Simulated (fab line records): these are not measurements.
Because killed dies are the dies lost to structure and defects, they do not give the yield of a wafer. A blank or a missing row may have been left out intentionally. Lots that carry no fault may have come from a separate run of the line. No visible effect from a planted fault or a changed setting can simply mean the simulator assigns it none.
Lot-split experiment || flow n5 finfet || on a route of 1938 steps: 7 lots, 21 wafers read

== ABOUT THE SPLIT ==
At N5_HKMG_FIN_COAT_06 (resist thk 90 nm), the setting spin rpm was moved away from the recipe's 1500 rpm on 7 of the 21 wafers read, by -10.8% to +9.6%. The other wafers ran this setting at the recipe's value.

== FROM THE SPLIT TO THE READING: what the file shows between them, 5 steps ==
- N5_HKMG_FIN_EBR_08
- N5_HKMG_FIN_SOFTBAKE_07: time 60 s
- N5_HKMG_FIN_EXPOSE_09: exposes mask NWFM
- N5_HKMG_FIN_PEB_10: peb time 60 s
- N5_HKMG_FIN_DEVELOP_11: develop time 30 s

== THE READING ==
CAR-ArF_of_HKMG_FIN_COAT_06.thk nm (the simulator's own value, which no gauge read), in nm, at N5_HKMG_FIN_DESCUM_17 (chemistry O2, time 7.9 s). No usual value for it is given in the file. Average 83.5 nm, standard deviation 0.18 nm, over the 14 wafers here run with the recipe.

{"wafer": "L077.2", "tool, chamber at the split": "litho track-01, 0", "spin rpm as run, rpm": 1500, "against the recipe": "recipe", "CAR-ArF_of_HKMG_FIN_COAT_06.thk nm, nm": 83.6, "against lot-mates on the recipe": "-"}
{"wafer": "L077.3", "tool, chamber at the split": "litho track-01, 0", "spin rpm as run, rpm": 1557, "against the recipe": "+3.8%", "CAR-ArF_of_HKMG_FIN_COAT_06.thk nm, nm": 81.8, "against lot-mates on the recipe": -1.8}
{"wafer": "L077.4", "tool, chamber at the split": "litho track-01, 0", "spin rpm as run, rpm": 1557, "against the recipe": "+3.8%", "CAR-ArF_of_HKMG_FIN_COAT_06.thk nm, nm": 81.6, "against lot-mates on the recipe": -2.0}
{"wafer": "L080.2", "tool, chamber at the split": "litho track-04, 0", "spin rpm as run, rpm": 1338, "against the recipe": "-10.8%", "CAR-ArF_of_HKMG_FIN_COAT_06.thk nm, nm": 89, "against lot-mates on the recipe": "+5.4"}
{"wafer": "L080.4", "tool, chamber at the split": "litho track-04, 0", "spin rpm as run, rpm": 1500, "against the recipe": "recipe", "CAR-ArF_of_HKMG_FIN_COAT_06.thk nm, nm": 83.6, "against lot-mates on the recipe": "-"}
{"wafer": "L080.5", "tool, chamber at the split": "litho track-04, 0", "spin rpm as run, rpm": 1500, "against the recipe": "recipe", "CAR-ArF_of_HKMG_FIN_COAT_06.thk nm, nm": 83.6, "against lot-mates on the recipe": "-"}
{"wafer": "L084.1", "tool, chamber at the split": "litho track-04, 0", "spin rpm as run, rpm": 1644, "against the recipe": "+9.6%", "CAR-ArF_of_HKMG_FIN_COAT_06.thk nm, nm": 79.6, "against lot-mates on the recipe": -4.0}
{"wafer": "L084.2", "tool, chamber at the split": "litho track-04, 0", "spin rpm as run, rpm": 1644, "against the recipe": "+9.6%", "CAR-ArF_of_HKMG_FIN_COAT_06.thk nm, nm": 80, "against lot-mates on the recipe": -3.6}
{"wafer": "L084.4", "tool, chamber at the split": "litho track-04, 0", "spin rpm as run, rpm": 1500, "against the recipe": "recipe", "CAR-ArF_of_HKMG_FIN_COAT_06.thk nm, nm": 83.6, "against lot-mates on the recipe": "-"}
{"wafer": "L085.2", "tool, chamber at the split": "litho track-04, 0", "spin rpm as run, rpm": 1500, "against the recipe": "recipe", "CAR-ArF_of_HKMG_FIN_COAT_06.thk nm, nm": 83.8, "against lot-mates on the recipe": "-"}
{"wafer": "L085.4", "tool, chamber at the split": "litho track-04, 0", "spin rpm as run, rpm": 1500, "against the recipe": "recipe", "CAR-ArF_of_HKMG_FIN_COAT_06.thk nm, nm": 83.6, "against lot-mates on the recipe": "-"}
{"wafer": "L085.5", "tool, chamber at the split": "litho track-04, 0", "spin rpm as run, rpm": 1500, "against the recipe": "recipe", "CAR-ArF_of_HKMG_FIN_COAT_06.thk nm, nm": 83.6, "against lot-mates on the recipe": "-"}
{"wafer": "L087.2", "tool, chamber at the split": "litho track-03, 0", "spin rpm as run, rpm": 1500, "against the recipe": "recipe", "CAR-ArF_of_HKMG_FIN_COAT_06.thk nm, nm": 83.2, "against lot-mates on the recipe": "-"}
{"wafer": "L087.3", "tool, chamber at the split": "litho track-03, 0", "spin rpm as run, rpm": 1500, "against the recipe": "recipe", "CAR-ArF_of_HKMG_FIN_COAT_06.thk nm, nm": 83.6, "against lot-mates on the recipe": "-"}
{"wafer": "L087.5", "tool, chamber at the split": "litho track-03, 0", "spin rpm as run, rpm": 1440, "against the recipe": "-4.0%", "CAR-ArF_of_HKMG_FIN_COAT_06.thk nm, nm": 85.2, "against lot-mates on the recipe": "+1.8"}
{"wafer": "L090.2", "tool, chamber at the split": "litho track-01, 0", "spin rpm as run, rpm": 1500, "against the recipe": "recipe", "CAR-ArF_of_HKMG_FIN_COAT_06.thk nm, nm": 83.4, "against lot-mates on the recipe": "-"}
{"wafer": "L090.5", "tool, chamber at the split": "litho track-01, 0", "spin rpm as run, rpm": 1500, "against the recipe": "recipe", "CAR-ArF_of_HKMG_FIN_COAT_06.thk nm, nm": 83.4, "against lot-mates on the recipe": "-"}
{"wafer": "L090.3", "tool, chamber at the split": "litho track-01, 0", "spin rpm as run, rpm": 1500, "against the recipe": "recipe", "CAR-ArF_of_HKMG_FIN_COAT_06.thk nm, nm": 83.2, "against lot-mates on the recipe": "-"}
{"wafer": "L091.1", "tool, chamber at the split": "litho track-03, 0", "spin rpm as run, rpm": 1635, "against the recipe": "+9.0%", "CAR-ArF_of_HKMG_FIN_COAT_06.thk nm, nm": 80, "against lot-mates on the recipe": -3.7}
{"wafer": "L091.4", "tool, chamber at the split": "litho track-03, 0", "spin rpm as run, rpm": 1500, "against the recipe": "recipe", "CAR-ArF_of_HKMG_FIN_COAT_06.thk nm, nm": 83.8, "against lot-mates on the recipe": "-"}
{"wafer": "L091.6", "tool, chamber at the split": "litho track-03, 0", "spin rpm as run, rpm": 1500, "against the recipe": "recipe", "CAR-ArF_of_HKMG_FIN_COAT_06.thk nm, nm": 83.6, "against lot-mates on the recipe": "-"}

FIT RESULTS
A straight line over all 21 wafers: CAR-ArF_of_HKMG_FIN_COAT_06.thk nm changes by -0.433 nm for each +1% of spin rpm; r = -0.99; the points scatter about the line by 0.29 nm.
The same after taking each lot's own level away (the mean of its wafers on the recipe; 21 wafers): -0.439 nm for each +1%; r = -0.99; scatter 0.24 nm.
On that fit, the largest move of spin rpm shifts the reading by 4.7 nm.
Across the lots, their own levels run from 83.33 to 83.70 nm, a range of 2.1 times the standard deviation given above.
The two slopes are in agreement: the lot-to-lot level therefore moves the slope only a little.
Check: +4.43 nm against its lot-mates is what the line predicts for one of the wafers moved furthest among these (-10.8%) when that wafer is left out of the fit. It came out at +5.4 nm against them.

== THESE WAFERS: OTHER SPLITS ==
Other splits were also applied to these wafers ahead of the reading. Each is held against what the fit with the lots' levels taken away leaves over:
{"other split on the same wafers": "N5_SD_EPI_P_EPI_21 time s", "wafers away from the commonest value": 4, "r with CAR-ArF_of_HKMG_FIN_COAT_06.thk nm (lot level and that fit taken away)": -0.31}
{"other split on the same wafers": "N5_SDB_ALD_29 ald cycles", "wafers away from the commonest value": 2, "r with CAR-ArF_of_HKMG_FIN_COAT_06.thk nm (lot level and that fit taken away)": "+0.14"}
{"other split on the same wafers": "N5_SDB_CMP_30 platen rpm", "wafers away from the commonest value": 8, "r with CAR-ArF_of_HKMG_FIN_COAT_06.thk nm (lot level and that fit taken away)": -0.01}

== THE WHOLE CHAIN: every reading that the file lists as answering this split, in the file's order ==
{"step": "N5_HKMG_FIN_COAT_06", "what it does": "resist thk 90 nm", "reading": "CAR-ArF_of_HKMG_FIN_COAT_06.thk nm (the simulator's own value, which no gauge read)", "change (the file's fit)": "-0.433 nm for each +1% of the setting", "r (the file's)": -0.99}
{"step": "N5_HKMG_FIN_DEVELOP_11", "what it does": "develop time 30 s", "reading": "CAR-ArF_of_HKMG_FIN_COAT_06.thk nm (the simulator's own value, which no gauge read)", "change (the file's fit)": "-0.442 nm for each +1% of the setting", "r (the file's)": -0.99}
{"step": "N5_HKMG_FIN_DESCUM_17", "what it does": "chemistry O2, time 7.9 s", "reading": "CAR-ArF_of_HKMG_FIN_COAT_06.thk nm (the simulator's own value, which no gauge read)", "change (the file's fit)": "-0.445 nm for each +1% of the setting", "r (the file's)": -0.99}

== THE FILE'S OWN FIT ==
CAR-ArF_of_HKMG_FIN_COAT_06.thk nm changes by -0.445 nm for each +1% of spin rpm, r = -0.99.
